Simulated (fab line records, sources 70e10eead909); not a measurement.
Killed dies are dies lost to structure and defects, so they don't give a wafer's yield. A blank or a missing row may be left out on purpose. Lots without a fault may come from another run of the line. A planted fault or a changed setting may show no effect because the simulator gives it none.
fab line records | flow nand_harc
record lots=6 wafers=18 last_day=24
route steps=1159 shown A_SGD_CUT@751 END@1159
lots that met no fault: from a run of the same line without faults
start_h: hours from the record's first day to the start of the lot's first wafer shown | wait_h: hours since the lot's step before | " the same as in the row above | L1.1+2: a row that stands for several wafers | - no value, or no start given | * or withheld: withheld | < > ~ a bound
route shown NAME@n: a module of which the file shows steps, and the number in the route of the first | usual: mean/standard deviation of fault-free wafers | same: alike in all rows | chamber/n: place in a boat | sites: the reading at each site | _std_site: their standard deviation | _edge_site: outer sites' mean less inner sites' | radius_mm: how far each site lies from the wafer's centre | mask NAME#n: copy n | behind: the tool/chamber that last shaped the wafer | hold: why the lot was held/for how many hours/how that ended | device: the transistor (n, p or np) that didn't switch | end of line: the same wafers' tests at the end of the route | a step without rows: its recipe alone | killed: dies lost to structure and defects at the first sort, not the wafer's yield | map: a wafer's dies, x killed, . not, _ none there
set.NAME: the setting as run; set.NAME@STEP: as run at that earlier step | model.NAME: the simulator's own value behind a step, which no gauge read
lots at some steps of the route; a table a step, a row a wafer
services: from which hour (start_h, from the record's first day; less than 0 if before it) a tool's chamber was out of use, for how many hours, and why
## steps
# step NHARC_A_SGD_CUT_COAT_57
# recipe temp_c=225 time_s=65
# step NHARC_A_SGD_CUT_COAT_03
# recipe spin_rpm=1500 resist_thk_nm=90
# step NHARC_A_SGD_CUT_SOFTBAKE_04
# recipe temp_c=105 time_s=55
# step NHARC_A_SGD_CUT_EBR_05
# step NHARC_A_SGD_CUT_EXPOSE_06
# recipe na=1.35 dose_mj=85.59 mask_id=SGD
# step NHARC_A_SGD_CUT_PEB_07
# recipe peb_temp_c=100 peb_time_s=65
# step NHARC_A_SGD_CUT_DEVELOP_08
# recipe develop_time_s=35 dev_temp_c=23
# step NHARC_A_SGD_CUT_CD_MEAS_09
# recipe target_cd_nm=100 landing_energy_ev=500
# usual cd_nm=99.8/0.58
# columns lot.wafer tool chamber start_h wait_h cd_nm
L411.2 cd_sem-02 0 344.28 - 100.8
L411.3 " 0 " " 99.9
L411.4 " 0 " " 99.3
L414.2 cd_sem-02 0 361.68 - 100.2
L414.3 " 0 " " 100.1
L414.6 " 0 " " 99.6
L418.1 cd_sem-03 0 383.93 - 100.1
L418.4 " 0 " " 99.3
L418.6 " 0 " " 98.7
L417.1 cd_sem-01 0 383.96 - 99.5
L417.4 " 0 " " 100.3
L417.5 " 0 " " 100.5
L424.1 cd_sem-01 0 411.91 - 99.0
L424.2 " 0 " " 100.6
L424.5 " 0 " " 99.5
L429.2 cd_sem-03 0 449.80 - 99.2
L429.4 " 0 " " 99.9
L429.5 " 0 " " 99.4
# step NHARC_A_SGD_CUT_OVL_MEAS_10
# usual overlay_x_nm=0.0/0.96 overlay_y_nm=0.0/0.75
# columns lot.wafer tool chamber start_h wait_h overlay_x_nm overlay_y_nm
L411.2 overlay-01 - 344.36 - -1.7 0.1
L411.3 " - " " -1.6 -0.5
L411.4 " - " " -2.2 0.1
L414.2 overlay-02 - 361.77 - -0.2 1.2
L414.3 " - " " 0.2 0.2
L414.6 " - " " 0.4 0.7
L418.1 overlay-01 - 384.02 - -0.8 0.0
L418.4 " - " " -0.8 0.4
L418.6 " - " " -1.0 0.1
L417.1 overlay-02 - 384.05 - 0.2 0.1
L417.4 " - " " 0.3 0.1
L417.5 " - " " 0.3 0.6
L424.1 overlay-02 - 412.00 - -1.1 -0.7
L424.2 " - " " -1.2 -0.9
L424.5 " - " " -0.8 -1.4
L429.2 overlay-01 - 449.89 - -0.1 -0.3
L429.4 " - " " 0.3 -0.6
L429.5 " - " " 0.3 -0.3
# step NHARC_A_SGD_CUT_INSPECT_11
# usual raw_defect_count=18/9.1
# columns lot.wafer tool chamber start_h wait_h raw_defect_count
L411.2 defect_inspect-01 - 344.40 0.0 21
L411.3 " - " " 21
L411.4 " - " " 18
L414.2 defect_inspect-01 - 361.80 0.0 21
L414.3 " - " " 24
L414.6 " - " " 20
L418.1 defect_inspect-02 - 384.05 0.0 6
L418.4 " - " " 8
L418.6 " - " " 7
L417.1 defect_inspect-01 - 384.09 0.0 17
L417.4 " - " " 6
L417.5 " - " " 13
L424.1 defect_inspect-01 - 412.04 0.0 10
L424.2 " - " " 16
L424.5 " - " " 8
L429.2 defect_inspect-01 - 449.93 0.0 15
L429.4 " - " " 12
L429.5 " - " " 10
# step NHARC_A_SGD_CUT_DESCUM_14
# recipe time_s=3 o2_flow_sccm=200 ar_flow_sccm=0 bias_power_w=0 chemistry=O2
# usual drypump_motor_current_A=5.5/0.56 oes_product_au=0.997/0.01 rf_vpp_V=57.9/0.86 showerhead_plenum_p_Torr=1.93/0.07 throttle_valve_pct=11.311/0.0095
# columns lot.wafer tool chamber start_h wait_h drypump_motor_current_A oes_product_au rf_hours_counter_h rf_vpp_V showerhead_plenum_p_Torr throttle_valve_pct
L411.2 rie_diel-06 3 344.46 0.1 6.4 0.998 5 58.0 1.91 11.307
L411.4 " 1 " " 4.8 1.001 6 58.2 2.02 11.329
L411.3 " 2 " " 5.7 1.002 5 56.5 1.89 11.302
L414.3 rie_diel-04 0 361.87 0.1 5.5 0.984 8 58.9 1.98 11.307
L414.2 " 2 " " 4.9 0.994 7 57.0 1.83 11.312
L414.6 " 3 " " 5.6 0.998 - 57.2 1.88 11.315
L418.4 rie_diel-10 3 384.13 0.1 5.4 1.004 2 58.2 1.87 11.321
L418.1 " 0 " " 5.5 0.981 2 57.8 1.91 11.297
L418.6 " 1 " " 4.7 0.999 - 60.3 2.03 11.317
L417.1 rie_diel-04 0 384.15 0.1 5.4 0.991 11 58.9 1.98 11.294
L417.4 " 3 " " 5.6 0.995 10 57.6 1.88 11.302
L417.5 " 1 " " 6.0 1.002 - 58.0 1.96 11.314
L424.1 rie_diel-06 3 412.11 0.1 6.4 0.993 10 59.6 1.91 11.312
L424.2 " 0 " " 5.1 0.998 10 59.4 2.04 11.322
L424.5 " 3 " " 6.4 0.998 - 58.1 1.91 11.307
L429.4 rie_diel-06 0 449.99 0.1 5.1 1.010 2 57.9 2.04 11.316
L429.2 " 2 " " 5.7 1.002 1 58.2 1.89 11.302
L429.5 " 1 " " 4.8 1.017 - 57.7 2.02 11.315
# step NHARC_A_SGD_CUT_ETCH_58
# recipe target_depth_a=390 over_etch_frac=0.3 time_s=65 ion_energy_ev=80 cf4_flow_sccm=150 ar_flow_sccm=0 rf_w=300 bias_w=100 chemistry=CF4
# usual bias_w=100.0/0.33 cf4_flow_sccm=150.0/0.41 drypump_motor_current_A=5.5/0.55 oes_product_au=0.997/0.011 rf_vpp_V=151.6/1 showerhead_plenum_p_Torr=1.78/0.06 throttle_valve_pct=13.285/0.0089
# columns lot.wafer tool chamber start_h wait_h bias_w cf4_flow_sccm drypump_motor_current_A oes_product_au rf_hours_counter_h rf_vpp_V showerhead_plenum_p_Torr throttle_valve_pct
L411.4 rie_diel-06 0 344.55 0.1 100.1 149.9 5.1 0.986 6 152.9 1.88 13.281
L411.3 " 1 " " 100.0 150.0 4.8 0.995 6 153.8 1.86 13.284
L411.2 " 2 " " 99.9 150.4 5.7 0.986 5 150.7 1.75 13.286
L414.3 rie_diel-04 1 361.95 0.1 99.7 149.8 6.0 0.999 7 151.4 1.81 13.282
L414.2 " 3 " " 99.9 150.0 5.6 0.989 8 151.5 1.74 13.280
L414.6 " 1 " " 99.9 150.0 6.0 0.989 - 151.4 1.81 13.272
L418.4 rie_diel-10 0 384.21 0.1 99.8 149.8 5.6 0.985 2 151.4 1.76 13.283
L418.1 " 2 " " 99.4 150.4 6.3 0.985 3 150.1 1.71 13.284
L418.6 " 3 " " 100.0 150.2 5.4 0.997 - 151.9 1.73 13.290
L417.4 rie_diel-04 3 384.23 0.1 99.9 150.2 5.6 0.986 10 149.5 1.74 13.282
L417.1 " 1 " " 99.9 150.0 6.1 0.992 9 152.5 1.81 13.282
L417.5 " 3 " " 100.4 149.3 5.6 0.997 - 151.1 1.74 13.276
L424.1 rie_diel-06 1 412.19 0.1 100.3 149.9 4.8 1.013 10 152.1 1.86 13.271
L424.2 " 2 " " 99.7 150.1 5.7 1.021 10 150.6 1.75 13.280
L424.5 " 0 " " 99.5 150.2 5.1 0.998 - 153.4 1.88 13.292
L429.4 rie_diel-06 1 450.08 0.1 100.3 149.3 4.8 1.018 1 151.9 1.86 13.286
L429.2 " 2 " " 100.3 149.8 5.7 0.994 1 150.9 1.75 13.256
L429.5 " 3 " " 100.4 149.4 6.4 0.991 - 151.0 1.76 13.275
# step NHARC_A_SGD_CUT_ETCH_59
# recipe target_depth_a=2600 over_etch_frac=0.25 time_s=406.25 ion_energy_ev=200 n2_flow_sccm=150 h2_flow_sccm=150 ar_flow_sccm=0 rf_w=400 bias_w=150 chemistry=N2/H2
# usual bias_w=150.0/0.51 drypump_motor_current_A=5.5/0.53 oes_product_au=0.998/0.01 rf_vpp_V=431.1/2.2 showerhead_plenum_p_Torr=2.06/0.077 throttle_valve_pct=14.171/0.009
# columns lot.wafer tool chamber start_h wait_h bias_w drypump_motor_current_A oes_product_au rf_hours_counter_h rf_vpp_V showerhead_plenum_p_Torr throttle_valve_pct
L411.4 rie_diel-06 3 344.64 - 149.9 6.4 0.977 5 429.8 2.03 14.182
L411.3 " 0 " " 150.6 5.1 0.999 6 435.9 2.18 14.168
L411.2 " 1 " " 149.6 4.8 1.000 6 433.5 2.15 14.165
L414.3 rie_diel-04 2 362.04 - 150.2 4.9 1.004 7 429.4 1.95 14.166
L414.2 " 1 " " 150.4 6.0 0.994 7 432.4 2.09 14.172
L414.6 " 2 " " 150.8 4.8 0.999 - 427.4 1.95 14.166
L418.1 rie_diel-10 1 384.29 - 149.7 4.6 1.015 2 435.5 2.16 14.182
L418.4 " 2 " " 149.2 6.3 0.993 3 427.7 1.97 14.166
L418.6 " 1 " " 150.7 4.7 1.010 - 433.4 2.16 14.178
L417.4 rie_diel-04 0 384.32 - 149.9 5.5 0.988 11 432.6 2.11 14.174
L417.1 " 1 " " 149.5 6.0 0.999 9 431.2 2.09 14.193
L417.5 " 1 " " 150.4 6.0 0.994 - 433.2 2.09 14.180
L424.2 rie_diel-06 1 412.30 - 150.1 4.8 0.852 10 432.8 2.15 14.163
L424.1 " 2 " " 149.6 5.7 0.854 10 429.9 2.01 14.162
L424.5 " 0 " " 149.9 5.2 0.843 - 434.9 2.18 14.173
L429.2 rie_diel-06 0 450.16 - 151.2 5.1 0.858 2 434.4 2.18 14.185
L429.4 " 3 " " 150.0 6.5 0.852 2 430.8 2.03 14.167
L429.5 " 0 " " 150.3 5.1 0.852 - 434.7 2.18 14.174
# step NHARC_A_SGD_CUT_ETCH_15
# recipe target_depth_a=750 time_s=64.3 ch3f_flow_sccm=50 o2_flow_sccm=30 ar_flow_sccm=200 rf_w=500 bias_w=100 chemistry=CH3F/O2
# usual bias_w=99.99/0.28 drypump_motor_current_A=5.5/0.56 oes_product_au=0.961/0.018 rf_vpp_V=264.1/1.5 showerhead_plenum_p_Torr=2.48/0.087 throttle_valve_pct=20.662/0.0091
# columns lot.wafer tool chamber start_h wait_h bias_w drypump_motor_current_A oes_product_au rf_hours_counter_h rf_vpp_V showerhead_plenum_p_Torr throttle_valve_pct
L411.4 rie_diel-06 0 - - 99.63 5.1 0.957 6 266.5 2.62 20.657
L411.3 " 2 " " 99.55 5.7 0.991 5 263.5 2.43 20.667
L411.2 " 3 " " 100.23 6.4 0.944 6 262.9 2.45 20.654
L414.3 rie_diel-04 3 - - 99.86 5.6 0.951 8 262.1 2.42 20.660
L414.2 " 0 " " 99.90 5.5 0.957 8 265.1 2.54 20.663
L414.6 " 2 " " 100.03 4.8 0.976 - 261.4 2.35 20.651
L418.4 rie_diel-10 1 - - 99.71 4.6 0.975 2 266.8 2.60 20.666
L418.1 " 2 " " 99.84 6.3 0.960 3 262.4 2.38 20.655
L418.6 " 2 " " 99.83 6.3 0.956 - 262.6 2.38 20.675
L417.1 rie_diel-04 2 - - 100.24 4.8 0.976 9 263.0 2.35 20.667
L417.4 " 3 " " 100.48 5.6 0.962 10 262.2 2.42 20.653
L417.5 " 1 " " 100.10 6.1 0.944 - 264.3 2.51 20.671
L424.1 rie_diel-06 2 - - 100.47 5.7 0.974 10 262.9 2.43 20.663
L424.2 " 3 " " 100.32 6.4 0.963 10 264.5 2.45 20.661
L424.5 " 2 " " 100.01 5.7 0.967 - 263.4 2.43 20.668
L429.4 rie_diel-06 3 - - 100.07 6.4 0.972 2 264.5 2.45 20.654
L429.2 " 1 " " 100.50 4.8 0.972 1 265.9 2.59 20.672
L429.5 " 3 " " 99.97 6.4 0.974 - 263.7 2.45 20.666
# step NHARC_END_SORT_01
# recipe temp_c=25
# usual killed_at_array=26/9.7 killed_at_other=1.0/1.2 killed_at_periphery=3.9/2.6 killed_dies=31/9.7 killed_open=3.2/1.8 killed_short=2.0/1.3
# same gross_dies=677
# columns lot.wafer tool chamber start_h wait_h killed_at_array killed_at_other killed_at_periphery killed_dies killed_open killed_short
L414.2 prober-02 0 492.86 2.7 31 0 8 39 4 1
L414.3 prober-02 0 493.66 3.1 34 0 5 39 2 1
L414.6 prober-02 0 496.05 4.0 33 1 3 37 3 1
L418.1 prober-01 0 504.11 2.5 16 5 4 25 2 1
L418.4 prober-01 0 506.53 3.4 32 1 10 43 5 4
L418.6 prober-01 0 508.14 4.0 22 4 6 32 2 3
L424.1 prober-02 0 550.06 2.5 562 0 8 570 2 5
L424.2 prober-02 0 550.85 2.8 550 1 3 554 2 3
L424.5 prober-02 0 553.25 3.7 534 0 5 539 1 1
L429.2 prober-02 0 580.34 2.8 558 0 1 559 3 5
L429.4 prober-02 0 581.91 3.4 538 1 4 543 3 3
L429.5 prober-02 0 582.70 3.6 536 0 7 543 3 3
# killed by level:class
L414.2 A_SLIT:chamber_film_flake=13 A_CHANNEL_HOLE_D1:chamber_film_flake=12 P_ZERO_WELL:chamber_film_flake=4 A_SGD_CUT:chamber_film_flake=2 P_GATE:geometric_particle:open=1 P_CONTACT:geometric_particle:open=1 P_M0:geometric_particle:open=1 A_ONON_D1:geometric_particle:short=1
L414.3 A_CHANNEL_HOLE_D1:chamber_film_flake=16 A_SLIT:chamber_film_flake=7 P_ZERO_WELL:chamber_film_flake=5 A_STAIRCASE:chamber_film_flake=4 A_SGD_CUT:chamber_film_flake=2 A_CHANNEL_FILL_D1:geometric_particle:short=1 A_CONTACT:geometric_particle:open=1 A_M0:geometric_particle:open=1
L414.6 A_CHANNEL_HOLE_D1:chamber_film_flake=14 A_SLIT:chamber_film_flake=12 A_STAIRCASE:chamber_film_flake=3 P_ZERO_WELL:chamber_film_flake=2 P_M0:geometric_particle:open=1 A_ONON_D1:geometric_particle:short=1 A_ONON_D1:geometric_particle:open=1 A_CONTACT:geometric_particle:open=1
L418.1 A_SLIT:chamber_film_flake=8 A_CHANNEL_HOLE_D1:chamber_film_flake=3 A_CONTACT:chamber_film_flake=3 HYBRID_BOND:chamber_film_flake=3 THIN_TSV:chamber_film_flake=2 P_GATE:geometric_particle:open=1 P_CONTACT:geometric_particle:open=1 A_BLC:geometric_particle:short=1
L418.4 A_SLIT:chamber_film_flake=20 P_CONTACT:chamber_film_flake=4 A_CHANNEL_HOLE_D1:chamber_film_flake=3 P_CONTACT:geometric_particle:open=2 A_CHANNEL_FILL_D1:geometric_particle:short=2 A_CONTACT:chamber_film_flake=2 P_GATE:geometric_particle:open=1 P_M0:geometric_particle:open=1
L418.6 A_SLIT:chamber_film_flake=9 P_CONTACT:chamber_film_flake=5 A_CHANNEL_HOLE_D1:chamber_film_flake=3 A_CONTACT:chamber_film_flake=3 THIN_TSV:chamber_film_flake=3 A_ONON_D1:geometric_particle:short=1 A_ONON_D1:geometric_particle:open=1 A_STAIRCASE:geometric_particle:short=1
L424.1 A_SGD_CUT:area_etch=540 A_CHANNEL_HOLE_D1:chamber_film_flake=7 A_CONTACT:chamber_film_flake=6 P_GATE:chamber_film_flake=4 A_M1:chamber_film_flake=4 A_WL_FILL:geometric_particle:short=2 P_CONTACT:geometric_particle:short=1 P_M1:geometric_particle:open=1
L424.2 A_SGD_CUT:area_etch=530 A_CHANNEL_HOLE_D1:chamber_film_flake=6 A_CONTACT:chamber_film_flake=5 P_GATE:chamber_film_flake=3 A_M1:chamber_film_flake=3 A_STAIRCASE:chamber_film_flake=2 A_STAIRCASE:geometric_particle:open=1 A_WL_FILL:geometric_particle:short=1
L424.5 A_SGD_CUT:area_etch=518 A_CONTACT:chamber_film_flake=6 A_CHANNEL_HOLE_D1:chamber_film_flake=4 P_GATE:chamber_film_flake=4 P_M0:geometric_particle:short=1 A_CONTACT:geometric_particle:open=1 A_CHANNEL_FILL_D1:chamber_film_flake=1 A_STAIRCASE:chamber_film_flake=1
L429.2 A_SGD_CUT:area_etch=521 A_SLIT:chamber_film_flake=18 A_CHANNEL_HOLE_D1:chamber_film_flake=7 A_WL_FILL:geometric_particle:short=3 A_STAIRCASE:chamber_film_flake=2 A_CHANNEL_FILL_D1:geometric_particle:open=1 A_CONTACT:geometric_particle:open=1 A_BLC:geometric_particle:short=1
L429.4 A_SGD_CUT:area_etch=516 A_SLIT:chamber_film_flake=8 A_CHANNEL_HOLE_D1:chamber_film_flake=6 A_WL_FILL:chamber_film_flake=4 P_CONTACT:geometric_particle:open=2 A_WL_FILL:geometric_particle:short=2 A_M0:geometric_particle:open=1 STARTING-WAFER:geometric_particle:short=1
L429.5 A_SGD_CUT:area_etch=511 A_SLIT:chamber_film_flake=11 A_CHANNEL_HOLE_D1:chamber_film_flake=5 P_M0:chamber_film_flake=3 A_CONTACT:chamber_film_flake=3 A_STAIRCASE:chamber_film_flake=2 P_GATE:geometric_particle:open=1 P_CONTACT:geometric_particle:short=1
# map L424.1 (x killed, . not)
____________.____________
_________x.xxx.._________
_______xxxxxxxxxxx_______
______.xxxxx.xx.xxx______
_____xx.xxxxxxxxxx.x_____
____x.x.xxxxxxxxxxxx.____
____xxx.xxxxxxxxxxxx.____
___xxxxxxxxxxxxxxxxxxx___
___..xxxxxxxxxxxxxxx.x___
__xxx.xxxxxxxxxxxxxxx..__
__xxxxxxxxxxxxxxxxxxxxx__
_.xxxxxxxxxxxxxxxxxx.xxx_
_xxxxxxxxxxxxxxxxxxxxx.._
_xxxxxxxxxxxxxxxxxxxxx.x_
_..xxxxxxxxxxxxxxxxxxxxx_
_xxxxxxxxxxxxxxxxxxxxx.._
x.xxxxxxxxxxxxxxxxxxxxxxx
.xxxxxxxxxxxxxxxxxxxxxx.x
..x.xxxxxxxxxxxxxxxxxx.x.
.xxxxxxxxxxxxxxxxxxxxxx..
.xxxxxxxxxxxxxxxxxxxxx...
_x.xxxxxxxxxxxxxxxxxxxxx_
_.xxx.xxxxxxxxxxxxxxxx.._
_xxxxxxxxxxxxxxxxxxxxxxx_
_x.xxxxxxxxxxxxxxxxxxxx._
_.x.xxxxxxxxxxxxxxxxx..x_
__.xxx.xxxxxxxxxxxxx.x.__
__x.xxxxxxxxxxxxxxxx.x.__
___.xxxxxxxxxx.xxxxxxx___
___.x.xxx.xxxxxxxxx...___
____xxxxxxxxxxxxx.xx.____
____...xx.xxx..xxx.x.____
_____..x...x.x.xxxx._____
______.x.x.x..xxxx.______
_______x...x..x..x_______
_________.x..x.._________
____________.____________
# map L429.2 (x killed, . not)
____________x____________
_________xxxxxx._________
_______xxxxxxxxxxx_______
______xxxxxxx.xxxxx______
_____xxxxxxxxxxx.xxx_____
____xx.xxxxxxxxxxxxxx____
____xxxxxxx.xxxxxxxxx____
___xxxx.xxxxxxx.xxxxxx___
___xxxxxxx.xxxx.xxxxxx___
__xxxxx.xxxxxx.xxx.x.xx__
__xxxx.xxxxxxxxxx.xxxxx__
_xx..xxxxxxx...xx.xxxxxx_
_xxxxxxx.xxx.x.xxx..xxxx_
_xxxxx.xxxx.x.xxxxxxxx.x_
_xxxxx...xxx.x.xxxxxxxx._
_xxxxx.xxxxxx.xxxx.xxxxx_
xxxxxxxxxxxx.x.x..xxxx.xx
xxxxxx.x.x.xxx...xxxxxxxx
x.xxxxxxxx.x.xxxxxxxxxx.x
xx.xxxxxx.xx.x.xxxxxxxxx.
xxxxx.x.x.xxxx.xx.x.xxxxx
_xxxxxxxxx..xxxx.xx.xxxx_
_x.x..xxxxxx.xxx.xxxxxxx_
_xxx.xx.xxxx.x..xxxxxxxx_
_xxxxxxxxxx.x.x..xxx.xxx_
_xxxxxxxxx.xxxxxx.x...x._
__xxxxxxxxxxxxx.....x.x__
__xxxxxxxxx.xx.xxxxxxxx__
___xx.x.xxxx.xxxx.xx.x___
___xxxxxx.xx.xx.x.xxxx___
____xx.xxxxxxxxxxxxxx____
____xxxxx.x..xxxx.xxx____
_____xxxxxx.xxxxx.xx_____
______x.xxxxxx..xxx______
_______xxxx.xxxxxx_______
_________xxxxxxx_________
____________x____________
## services
# columns tool chamber start_h hours kind
rie_diel-06 0 323.70 - clean
rie_diel-06 1 323.70 - clean
rie_diel-06 2 323.70 - clean
rie_diel-06 3 323.70 - clean
rie_diel-10 1 330.74 1.6 repair
rie_diel-06 0 348.20 - clean
rie_diel-06 1 348.20 - clean
rie_diel-06 2 348.20 - clean
rie_diel-06 3 348.20 - clean
rie_diel-04 3 349.22 6.0 repair
rie_diel-10 - 353.50 9.0 pm
rie_diel-06 0 372.70 - clean
rie_diel-06 1 372.70 - clean
rie_diel-06 2 372.70 - clean
rie_diel-06 3 372.70 - clean
rie_diel-06 - 379.04 0.3 repair
rie_diel-06 0 397.20 - clean
rie_diel-06 1 397.20 - clean
rie_diel-06 2 397.20 - clean
rie_diel-06 3 397.20 - clean
rie_diel-06 - 418.20 9.0 pm
rie_diel-06 0 418.20 9.0 vent_cycle
rie_diel-06 1 418.20 9.0 vent_cycle
rie_diel-06 2 418.20 9.0 vent_cycle
## key
first_sign step=NHARC_A_SGD_CUT_ETCH_59 reading=oes_product_au direction=down sigmas=14 usual=0.998 struck=0.852
effect step=NHARC_END_SORT_01 reading=killed_at_array direction=up sigmas=54 usual=26 struck=546
more_kills_born_at NHARC_A_SGD_CUT_ETCH_59@rie_diel-06=3136
met_at NHARC_A_SGD_CUT_ETCH_59
struck_wafers L424.1,L424.2,L424.5,L429.2,L429.4,L429.5
later_rows_left_out L424.1,L424.2,L424.5,L429.2,L429.4,L429.5
tester_left_out L424,L429
onset_between 344.64 412.30
fault kind=process_parameter_drift tool=rie_diel-06 chamber=- onset_h=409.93 steps=NHARC_A_SGD_CUT_ETCH_59 channel=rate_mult offset=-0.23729 shape=step end_h=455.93
# tester_left_out: of these lots the tester's yield and bins aren't shown, on N5 and GAA mostly nor the transistor test; their killed dies are dies lost to structure and defects alone, not to doping, threshold or leakage, so they don't give the yield
# later_rows_left_out: the simulator's readings of these wafers behind a module that went badly wrong aren't trusted and aren't shown, but for the sort
